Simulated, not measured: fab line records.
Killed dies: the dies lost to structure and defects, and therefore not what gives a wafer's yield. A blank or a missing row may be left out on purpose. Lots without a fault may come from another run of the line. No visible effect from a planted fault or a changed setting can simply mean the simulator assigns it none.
fab line records -- flow n5_finfet
[record] lots = 10, wafers = 30, last_day = 18
route steps=1938 shown BEOL_M8@1336
lots that met no fault: taken from a fault-free run of the same line
start_h: hours from the record's first day to the start of the lot's first wafer shown -- wait_h: how many hours have passed since the lot's step before this one -- " as in the row above -- L1.1+2: several wafers, shown together as one row -- - no value present, or no start provided -- * or withheld: withheld -- < > ~ a bound
route shown NAME@n: names a module that has steps shown in the file, with the first one's number in the route -- usual: mean/standard deviation of fault-free wafers -- same: alike in all rows -- chamber/n: place in a boat -- sites: the reading at each site -- _std_site: how widely they spread, as a standard deviation -- _edge_site: outer sites' mean less inner sites' -- radius_mm: for every site, how far away it sits from the centre of the wafer -- mask NAME#n: copy n -- behind: tool/chamber where the wafer was last shaped -- hold: what put the lot on hold/how long, in hours/how the hold closed -- device: names the non-switching transistor (n, p or np) -- end of line: tests run on the same wafers once the route is complete -- a step with no rows: only its recipe -- killed: dies lost to structure and defects at the first sort, not the wafer's yield -- map: per-die view of a wafer (x killed, . not killed, _ where there is no die)
set.NAME: the setting that was run; set.NAME@STEP: the one run at that earlier step -- model.NAME: the simulator's own value behind a step, which no gauge read
route steps across a sampled set of lots; one table per step, one row per wafer
services: from which hour (start_h, from the record's first day; less than 0 if before it) a tool's chamber was out of use, for how many hours, and why
[[steps]]
[step N5_BEOL_M8_HM_DEP_02]
[recipe] material = TiN, target_thk_a = 200, temp_c = 25, chamber_pressure_pa = 0.49996
[usual] substrate_temp_c = 25.00/0.1, throttle_valve_pct = 29.4/1.1
lot.wafer,tool,chamber,start_h,wait_h,substrate_temp_c,throttle_valve_pct
L134.1,pvd_sputter-01,-,213.38,2.0,25.00,30.3
L134.4,pvd_sputter-01,-,213.38,2.0,25.24,27.2
L134.5,pvd_sputter-01,-,213.38,2.0,25.21,27.1
L132.2,pvd_sputter-03,-,213.57,1.7,25.09,29.0
L132.3,pvd_sputter-03,-,213.57,1.7,24.94,27.3
L132.6,pvd_sputter-03,-,213.57,1.7,25.06,30.4
L135.3,pvd_sputter-03,-,221.79,2.6,25.15,29.3
L135.5,pvd_sputter-03,-,221.79,2.6,24.92,27.0
L135.6,pvd_sputter-03,-,221.79,2.6,24.93,29.3
L137.2,pvd_sputter-01,-,245.86,1.9,25.06,30.2
L137.3,pvd_sputter-01,-,245.86,1.9,25.06,27.3
L137.6,pvd_sputter-01,-,245.86,1.9,24.97,29.2
L146.3,pvd_sputter-01,-,289.84,0.4,24.94,29.6
L146.5,pvd_sputter-01,-,289.84,0.4,25.08,29.3
L146.6,pvd_sputter-01,-,289.84,0.4,25.09,30.3
L147.1,pvd_sputter-03,-,298.00,0.3,25.01,29.7
L147.2,pvd_sputter-03,-,298.00,0.3,25.11,27.3
L147.3,pvd_sputter-03,-,298.00,0.3,24.98,30.3
L149.1,pvd_sputter-03,-,305.34,1.4,25.01,29.5
L149.2,pvd_sputter-03,-,305.34,1.4,24.99,29.5
L149.4,pvd_sputter-03,-,305.34,1.4,25.04,30.2
L150.1,pvd_sputter-03,-,311.66,1.1,25.13,30.3
L150.2,pvd_sputter-03,-,311.66,1.1,25.11,27.3
L150.3,pvd_sputter-03,-,311.66,1.1,25.06,29.6
L153.2,pvd_sputter-03,-,326.41,0.8,24.94,30.4
L153.3,pvd_sputter-03,-,326.41,0.8,24.95,27.3
L153.6,pvd_sputter-03,-,326.41,0.8,25.08,29.4
L155.3,pvd_sputter-02,-,347.29,1.8,24.98,30.9
L155.5,pvd_sputter-02,-,347.29,1.8,25.13,29.9
L155.6,pvd_sputter-02,-,347.29,1.8,25.06,30.0
[step N5_BEOL_M8_CD_MEAS_11]
[recipe] target_cd_nm = 38.5, landing_energy_ev = 500, detector = se_inlens, polarity = opening
[usual] cd_nm = 38.3/0.51
lot.wafer,tool,chamber,start_h,wait_h,cd_nm
L134.1,cd_sem-03,0,213.87,-,38.7
L134.4,cd_sem-03,0,213.87,-,39.1
L134.5,cd_sem-03,0,213.87,-,39.1
L132.2,cd_sem-01,0,213.96,-,38.7
L132.3,cd_sem-01,0,213.96,-,38.6
L132.6,cd_sem-01,0,213.96,-,38.6
L135.3,cd_sem-03,0,222.17,-,38.2
L135.5,cd_sem-03,0,222.17,-,37.9
L135.6,cd_sem-03,0,222.17,-,38.4
L137.2,cd_sem-02,0,246.36,-,37.7
L137.3,cd_sem-02,0,246.36,-,37.9
L137.6,cd_sem-02,0,246.36,-,38.5
L146.3,cd_sem-03,0,290.35,-,39.1
L146.5,cd_sem-03,0,290.35,-,39.7
L146.6,cd_sem-03,0,290.35,-,38.6
L147.1,cd_sem-03,0,298.50,-,39.2
L147.2,cd_sem-03,0,298.50,-,38.1
L147.3,cd_sem-03,0,298.50,-,38.0
L149.1,cd_sem-02,0,305.84,-,37.4
L149.2,cd_sem-02,0,305.84,-,38.2
L149.4,cd_sem-02,0,305.84,-,38.3
L150.1,cd_sem-02,0,312.16,-,38.7
L150.2,cd_sem-02,0,312.16,-,39.0
L150.3,cd_sem-02,0,312.16,-,38.2
L153.2,cd_sem-02,0,326.78,-,38.3
L153.3,cd_sem-02,0,326.78,-,37.7
L153.6,cd_sem-02,0,326.78,-,38.1
L155.3,cd_sem-02,0,347.67,-,38.8
L155.5,cd_sem-02,0,347.67,-,38.9
L155.6,cd_sem-02,0,347.67,-,38.3
[step N5_BEOL_M8_EXPOSE_25]
[recipe] mask_id = V7, na = 0.33, source_shape = annular, sigma_inner = 0.4, sigma_outer = 0.8, polarization = unpolarized, target_cd_nm = 40, dose_mj = 42.5
[usual] reticle_temp_C = 22.94/0.11
[same] sigma_inner = 0.4
lot.wafer,tool,chamber,start_h,wait_h,mask,reticle_temp_C
L132.2,euv_scanner-01,0,215.28,-,V7#0,22.86
L132.3,euv_scanner-01,0,215.28,-,V7#0,22.83
L132.6,euv_scanner-01,0,215.28,-,V7#0,22.97
L134.1,euv_scanner-02,0,215.44,-,V7#0,22.78
L134.4,euv_scanner-02,0,215.44,-,V7#0,22.99
L134.5,euv_scanner-02,0,215.44,-,V7#0,23.07
L135.3,euv_scanner-01,0,227.63,-,V7#0,23.09
L135.5,euv_scanner-01,0,227.63,-,V7#0,23.02
L135.6,euv_scanner-01,0,227.63,-,V7#0,22.97
L137.2,euv_scanner-02,0,248.56,-,V7#0,22.98
L137.3,euv_scanner-02,0,248.56,-,V7#0,22.86
L137.6,euv_scanner-02,0,248.56,-,V7#0,22.90
L146.3,euv_scanner-01,0,292.00,-,V7#0,22.85
L146.5,euv_scanner-01,0,292.00,-,V7#0,22.75
L146.6,euv_scanner-01,0,292.00,-,V7#0,22.83
L147.1,euv_scanner-01,0,299.52,-,V7#0,23.02
L147.2,euv_scanner-01,0,299.52,-,V7#0,23.02
L147.3,euv_scanner-01,0,299.52,-,V7#0,22.85
L149.1,euv_scanner-02,0,309.00,-,V7#0,22.89
L149.2,euv_scanner-02,0,309.00,-,V7#0,22.83
L149.4,euv_scanner-02,0,309.00,-,V7#0,22.88
L150.1,euv_scanner-02,0,314.23,-,V7#0,23.11
L150.2,euv_scanner-02,0,314.23,-,V7#0,23.06
L150.3,euv_scanner-02,0,314.23,-,V7#0,23.02
L153.2,euv_scanner-02,0,330.33,-,V7#0,22.69
L153.3,euv_scanner-02,0,330.33,-,V7#0,22.87
L153.6,euv_scanner-02,0,330.33,-,V7#0,22.75
L155.3,euv_scanner-02,0,350.63,-,V7#0,22.92
L155.5,euv_scanner-02,0,350.63,-,V7#0,23.14
L155.6,euv_scanner-02,0,350.63,-,V7#0,22.82
[step N5_BEOL_M8_OVL_MEAS_29]
[recipe] points_per_wafer = 522
[usual] V7_OVL = 0.0/0.77
lot.wafer,tool,chamber,start_h,wait_h,V7_OVL[nm]
L132.2,overlay-02,0,215.44,0.0,-0.7
L132.3,overlay-02,0,215.44,0.0,-0.5
L132.6,overlay-02,0,215.44,0.0,-1.2
L134.1,overlay-01,0,215.61,0.0,0.1
L134.4,overlay-01,0,215.61,0.0,0.1
L134.5,overlay-01,0,215.61,0.0,0.7
L135.3,overlay-02,0,227.86,0.1,-0.3
L135.5,overlay-02,0,227.86,0.1,-0.4
L135.6,overlay-02,0,227.86,0.1,0.0
L137.2,overlay-02,0,248.72,0.0,-0.1
L137.3,overlay-02,0,248.72,0.0,-0.4
L137.6,overlay-02,0,248.72,0.0,-0.8
L146.3,overlay-01,0,292.16,0.0,4.6
L146.5,overlay-01,0,292.16,0.0,4.4
L146.6,overlay-01,0,292.16,0.0,4.2
L147.1,overlay-02,0,299.68,0.0,3.2
L147.2,overlay-02,0,299.68,0.0,3.7
L147.3,overlay-02,0,299.68,0.0,4.2
L149.1,overlay-02,0,309.16,0.0,0.1
L149.2,overlay-02,0,309.16,0.0,0.9
L149.4,overlay-02,0,309.16,0.0,0.3
L150.1,overlay-01,0,314.39,0.0,0.6
L150.2,overlay-01,0,314.39,0.0,0.7
L150.3,overlay-01,0,314.39,0.0,0.0
L153.2,overlay-01,0,330.49,0.0,-0.2
L153.3,overlay-01,0,330.49,0.0,0.6
L153.6,overlay-01,0,330.49,0.0,-0.3
L155.3,overlay-02,0,350.79,0.0,0.2
L155.5,overlay-02,0,350.79,0.0,1.4
L155.6,overlay-02,0,350.79,0.0,-0.2
[step N5_BEOL_M8_ETCH_66]
[recipe] chemistry = N2/H2, target = SOC, target_depth_a = 800, overetch_a = 160, mask_material = SiARC, temp_c = 40, time_s = 120, ion_energy_ev = 200, pressure_mtorr = 30, source_w = 840, bias_w = 150, n2_flow_sccm = 200, h2_flow_sccm = 200
[usual] drypump_motor_current_A = 5.8/0.55, oes_product_au = 0.59/0.052, rf_vpp_V = 523.1/2.2, showerhead_plenum_p_Torr = 2.52/0.073, throttle_valve_pct = 17.89/0.29
lot.wafer,tool,chamber,start_h,wait_h,drypump_motor_current_A,oes_product_au,rf_hours_counter_h,rf_vpp_V,showerhead_plenum_p_Torr,throttle_valve_pct
L132.2,rie_diel-02,1,215.61,0.0,6.6,0.55,177,523.2,2.53,18.20
L132.3,rie_diel-02,2,215.61,0.0,5.8,0.57,188,525.6,2.63,17.78
L132.6,rie_diel-02,1,215.61,0.0,6.6,0.54,-,523.6,2.53,18.18
L134.1,rie_diel-01,1,215.78,0.0,5.5,0.61,85,524.2,2.57,17.63
L134.4,rie_diel-01,2,215.78,0.0,5.2,0.59,108,521.9,2.46,17.78
L134.5,rie_diel-01,2,215.78,0.0,5.1,0.60,-,521.7,2.46,17.77
L135.3,rie_diel-02,1,228.38,0.0,6.6,0.54,182,524.5,2.53,18.18
L135.5,rie_diel-02,1,228.38,0.0,6.6,0.55,-,525.2,2.53,18.18
L135.6,rie_diel-02,2,228.38,0.0,5.8,0.56,-,526.9,2.63,17.78
L137.2,rie_diel-04,0,248.89,0.0,6.8,0.54,224,520.7,2.39,18.10
L137.3,rie_diel-04,2,248.89,0.0,6.2,0.64,72,523.5,2.47,17.56
L137.6,rie_diel-04,1,248.89,0.0,6.1,0.54,-,522.0,2.51,18.32
L146.3,rie_diel-01,0,292.32,0.0,5.3,0.63,83,523.8,2.54,17.58
L146.5,rie_diel-01,2,292.32,0.0,5.1,0.58,-,520.9,2.45,17.81
L146.6,rie_diel-01,3,292.32,0.0,6.2,0.60,-,524.0,2.58,17.51
L147.1,rie_diel-01,3,299.93,0.0,6.2,0.58,99,524.2,2.57,17.53
L147.2,rie_diel-01,1,299.93,0.0,5.5,0.60,108,523.6,2.56,17.65
L147.3,rie_diel-01,2,299.93,0.0,5.2,0.58,131,522.2,2.45,17.82
L149.1,rie_diel-04,1,309.34,0.0,6.0,0.73,8,522.3,2.50,17.95
L149.2,rie_diel-04,3,309.34,0.0,5.3,0.55,215,520.9,2.42,18.16
L149.4,rie_diel-04,0,309.34,0.0,6.8,0.53,247,519.8,2.38,18.15
L150.1,rie_diel-01,2,314.56,0.0,5.1,0.58,136,521.7,2.45,17.82
L150.2,rie_diel-01,0,314.56,0.0,5.3,0.61,89,524.5,2.54,17.59
L150.3,rie_diel-01,3,314.56,0.0,6.3,0.60,104,524.6,2.57,17.53
L153.2,rie_diel-04,3,330.66,0.0,5.3,0.55,225,519.6,2.42,18.18
L153.3,rie_diel-04,2,330.66,0.0,6.1,0.60,106,522.0,2.45,17.61
L153.6,rie_diel-04,1,330.66,0.0,6.0,0.71,-,522.8,2.50,17.96
L155.3,rie_diel-02,0,351.35,0.0,5.6,0.64,41,524.2,2.60,17.86
L155.5,rie_diel-02,0,351.35,0.0,5.6,0.65,-,525.4,2.60,17.86
L155.6,rie_diel-02,1,351.35,0.0,6.6,0.51,-,523.4,2.51,18.26
[[services]]
tool,chamber,start_h,hours,kind
euv_scanner-02,0,197.86,-,calibration
rie_diel-02,0,211.43,-,clean
rie_diel-02,0,211.43,-,consumable_replace:focus_ring
rie_diel-02,0,211.43,15.1,scheduled_down
rie_diel-02,0,211.43,15.1,vent_cycle
rie_diel-01,-,226.88,11.4,repair
euv_scanner-01,-,229.10,0.4,repair
euv_scanner-02,-,230.37,4.6,pm
euv_scanner-01,-,239.03,1.0,pm
pvd_sputter-02,-,239.55,2.6,repair
euv_scanner-01,-,250.34,4.6,pm
rie_diel-02,0,269.78,9.7,repair
rie_diel-01,-,271.78,1.1,repair
rie_diel-04,1,272.31,-,clean
rie_diel-04,1,272.31,-,consumable_replace:focus_ring
euv_scanner-01,0,273.81,-,calibration
euv_scanner-02,-,288.29,1.0,pm
euv_scanner-01,-,295.18,1.0,pm
rie_diel-02,-,301.01,2.8,pm
pvd_sputter-01,-,306.96,5.3,repair
euv_scanner-02,-,333.13,11.1,repair
euv_scanner-02,-,344.44,1.0,pm
pvd_sputter-01,-,347.23,7.8,repair
euv_scanner-01,-,351.33,1.0,pm
[[key]]
[first_sign] step = N5_BEOL_M8_OVL_MEAS_29, reading = V7_OVL, direction = up, sigmas = 5.2, usual = 0.0, struck = 4.0
effect none on later readings
met_at N5_BEOL_M8_EXPOSE_25
struck_lots L146,L147
not_acting_at N5_BEOL_M8_HM_DEP_02,N5_BEOL_M8_CD_MEAS_11,N5_BEOL_M8_ETCH_66
onset_between 227.63 292.00
[fault] kind = scanner_matching_overlay, tool = euv_scanner-01, chamber = -, onset_h = 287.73, steps = N5_BEOL_M8_EXPOSE_25, offset = 3.8573
